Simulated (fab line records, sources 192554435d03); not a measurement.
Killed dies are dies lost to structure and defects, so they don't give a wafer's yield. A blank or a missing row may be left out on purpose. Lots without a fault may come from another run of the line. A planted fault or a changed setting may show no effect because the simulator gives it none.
Which tool did it? | flow n5_finfet | 24 lots, 72 wafers sampled, at 2 steps of a route of 1938

WHAT THE GAUGES READ, wafer by wafer
N5_BEOL_M9_CD_MEAS_11: target cd 64.1 nm.
lot  | measured     | on        | cd_nm (nm)
L075 | day 9 16:41  | cd_sem-03 | 64.1 64.0 64.8
L074 | day 10 01:28 | cd_sem-02 | 65.3 64.4 64.2
L076 | day 10 02:35 | cd_sem-01 | 63.8 64.3 65.1
L077 | day 10 18:47 | cd_sem-01 | 64.4 63.8 64.9
L078 | day 10 22:46 | cd_sem-02 | 63.7 63.3 63.8
L080 | day 11 05:18 | cd_sem-01 | 64.3 64.3 62.8
L079 | day 11 07:01 | cd_sem-02 | 64.1 63.6 63.8
L081 | day 11 12:58 | cd_sem-03 | 64.4 64.7 64.3
L082 | day 12 01:43 | cd_sem-01 | 64.2 64.2 63.1
L083 | day 12 11:40 | cd_sem-01 | 64.7 63.9 63.9
L085 | day 12 11:56 | cd_sem-01 | 65.8 64.8 63.9
L084 | day 12 12:07 | cd_sem-03 | 63.9 64.3 64.0
L086 | day 12 13:27 | cd_sem-03 | 63.0 64.5 64.3
L087 | day 12 17:05 | cd_sem-01 | 63.8 63.0 63.9
L088 | day 13 00:47 | cd_sem-03 | 64.5 64.5 64.6
L091 | day 14 01:47 | cd_sem-02 | 64.5 64.3 64.2
L089 | day 14 06:32 | cd_sem-01 | 63.5 63.8 63.5
L090 | day 14 06:47 | cd_sem-02 | 64.5 64.8 64.3
L093 | day 14 10:06 | cd_sem-03 | 64.2 63.4 63.5
L092 | day 14 13:17 | cd_sem-01 | 65.2 64.9 64.6
L094 | day 15 05:01 | cd_sem-03 | 65.3 64.7 64.9
L095 | day 15 06:20 | cd_sem-02 | 64.1 64.0 64.2
L096 | day 15 12:13 | cd_sem-02 | 64.9 64.1 63.8
L097 | day 15 15:10 | cd_sem-03 | 64.1 64.3 64.5

N5_BEOL_M9_INSPECT_13: inspects for defects (brightfield).
lot  | measured     | on                | raw_defect_count
L075 | day 9 16:44  | defect_inspect-01 | 323 335 325
L074 | day 10 01:31 | defect_inspect-01 | 352 338 332
L076 | day 10 02:38 | defect_inspect-01 | 383 300 422
L077 | day 10 18:50 | defect_inspect-01 | 292 342 286
L078 | day 10 22:49 | defect_inspect-02 | 341 308 404
L080 | day 11 05:21 | defect_inspect-02 | 397 416 442
L079 | day 11 07:04 | defect_inspect-01 | 328 273 203
L081 | day 11 13:01 | defect_inspect-01 | 369 340 347
L082 | day 12 01:46 | defect_inspect-02 | 404 217 644
L083 | day 12 11:43 | defect_inspect-02 | 391 401 484
L085 | day 12 11:59 | defect_inspect-01 | 289 330 318
L084 | day 12 12:10 | defect_inspect-01 | 495 447 374
L086 | day 12 13:30 | defect_inspect-02 | 461 384 444
L087 | day 12 17:08 | defect_inspect-01 | 529 418 668
L088 | day 13 00:50 | defect_inspect-01 | 312 388 266
L091 | day 14 01:51 | defect_inspect-01 | 324 361 358
L089 | day 14 06:35 | defect_inspect-02 | 534 526 396
L090 | day 14 06:52 | defect_inspect-01 | 399 390 318
L093 | day 14 10:09 | defect_inspect-01 | 383 377 399
L092 | day 14 13:21 | defect_inspect-01 | 253 350 338
L094 | day 15 05:04 | defect_inspect-01 | 396 380 332
L095 | day 15 06:23 | defect_inspect-01 | 513 526 431
L096 | day 15 12:16 | defect_inspect-01 | 469 411 336
L097 | day 15 15:13 | defect_inspect-01 | 317 455 424

WHICH TOOL RAN EACH LOT (tool, then ch and the chambers of the sampled wafers, then the start)
The record holds no process step before these readings.

WHAT THE TOOLS THEMSELVES READ (means of the sampled wafers that have a number; where no wafer has one, the mark that the record gives instead)
The record holds no such reading with a usual standard deviation.

THE ANSWER, worked out from the rows above alone
Rule: what is usual is taken from the lots themselves. Put in order of their means at a reading, lots are off if they are a third of the lots or fewer, leave a main group of 4 or more, and stand apart from it by a gap of 3 or more times the standard deviation of the main group's means; of several such gaps the widest counts. A main group whose means are all the same, to the digits that the tables above print for the reading, isn't used. A lot without any number at a reading at which 4 lots or more have one is off too. The other lots that the step has rows for count as sound. The gauges are gone through in route order, then the tools' own readings, and for those a lot's mean is taken as printed above. The first step at which some lot is off is used, and at that step the reading that is off furthest; a lot without a number counts as furthest.
No lot is off at any reading shown: from this, nothing can be told.

WHAT THE SIMULATOR HAD PUT IN
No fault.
